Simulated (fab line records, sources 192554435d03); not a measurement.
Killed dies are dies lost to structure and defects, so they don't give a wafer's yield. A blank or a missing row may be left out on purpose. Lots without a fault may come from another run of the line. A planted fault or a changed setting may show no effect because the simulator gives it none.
A struck lot beside a sound one | flow n5_finfet | 15 steps out of a route of 1938
Sound: wafers L788.2, L788.3, L788.5. Struck: wafer L794.2. (L794.1, L794.4 of the same lot were not struck and are left out.) The cause comes at the end.
At each step with rows: each side's tool, then ch and its chambers, then its first start. Under that, the readings that differ: sound wafers | struck wafers | difference of the means | sigmas: that difference in standard deviations of wafers without a fault.
alike: readings whose means differ by less than 2 such deviations, and words and numbers that are the same on both sides. not compared: withheld readings, readings that some wafer has no value for, bounds like >300 that may hide the same value, and numbers for which the record gives no deviation and whose values overlap.
The two part at a step that has a row with sigmas, a row that says differs or no value, or rows on one side only. Numbers that don't overlap but have no deviation are shown without sigmas and don't part them. A reading that every wafer of one side lacks parts them only if that side has two wafers or more.

first, 1 step without rows for these wafers: N5_BEOL_M1_ANNEAL_87 (time 240 s).
N5_BEOL_M1_SPUTTER_88: material Cu, target thk 4.5 nm, time 8.29 s.
  sound on pvd_sputter-02, day 6 19:57; struck on pvd_sputter-03, day 8 12:21
  alike: chamber_pressure_pa, throttle_valve_pct
N5_BEOL_M1_ANNEAL_89: time 240 s.
  sound on pvd_sputter-02, day 6 20:02; struck on pvd_sputter-03, day 8 12:26
  alike: heater_power_w
N5_BEOL_M1_SPUTTER_90: material Cu, target thk 4.5 nm, time 8.29 s.
  sound on pvd_sputter-02, day 6 20:10; struck on pvd_sputter-03, day 8 12:34
  alike: chamber_pressure_pa, throttle_valve_pct
N5_BEOL_M1_ANNEAL_91: time 240 s.
  sound on pvd_sputter-02, day 6 20:15; struck on pvd_sputter-03, day 8 12:39
  alike: heater_power_w
then, 3 steps without rows for these wafers: N5_BEOL_M1_SPUTTER_92 (material Cu, target thk 4.5 nm, time 8.29 s); N5_BEOL_M1_ANNEAL_93 (time 240 s); N5_BEOL_M1_SPUTTER_94 (material Cu, target thk 4.5 nm, time 8.29 s).
N5_BEOL_M1_ANNEAL_95: time 240 s.
  sound on pvd_sputter-02, day 6 20:41; struck on pvd_sputter-03, day 8 13:05
  alike: heater_power_w
then, 3 steps without rows for these wafers: N5_BEOL_M1_SPUTTER_96 (material Cu, target thk 4.5 nm, time 8.29 s); N5_BEOL_M1_ECD_50 (material Cu, target thk 300 nm); N5_BEOL_M1_ANNEAL_51 (time 90 s).
N5_BEOL_M1_CMP_52: polishes, stops on SiOC, t overpolish 6.8 s, target thk 40 nm.
  sound on cmp-04 ch 0,2,3, day 6 21:24; struck on cmp-04 ch 1, day 8 14:02
  reading                      | sound                | struck | difference | sigmas
  barrier_field_endpoint_s (s) | 23.5 23.6 23.9       | 31.9   | +8.2       | +13
  head_pressure_psi (psi)      | 0.9973 1.0013 0.9999 | 0.7730 | -0.2265    | -98
  time_to_endpoint_s (s)       | 60 59 62             | 67     | +7         | +2
  alike: motor_current_A, overpolish_run_s
N5_BEOL_M4_RC_MEAS_101:
  sound on prober-02 ch 0, day 8 20:24; struck on prober-02 ch 0, day 10 07:27
  reading       | sound          | struck | difference | sigmas
  SS_N (mV/dec) | 72.2 72.6 72.6 | 70.7   | -1.8       | -3
  alike: DIBL_N, DIBL_P, IOFF_N, IOFF_P, ION_N, ION_P, SS_P, VT_N, VT_P
N5_PASSIVATION_PROBE_49:
  the record has rows for the sound wafers here (prober-02, day 13 05:20) and none for the struck ones

WHERE THEY PART
First at N5_BEOL_M1_CMP_52; last, within this record, at N5_PASSIVATION_PROBE_49.

WHY: what the simulator had put in
Process parameter drift: cmp-04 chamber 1, from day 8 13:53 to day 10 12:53, at N5_BEOL_M1_CMP_52. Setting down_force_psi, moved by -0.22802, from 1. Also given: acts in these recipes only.
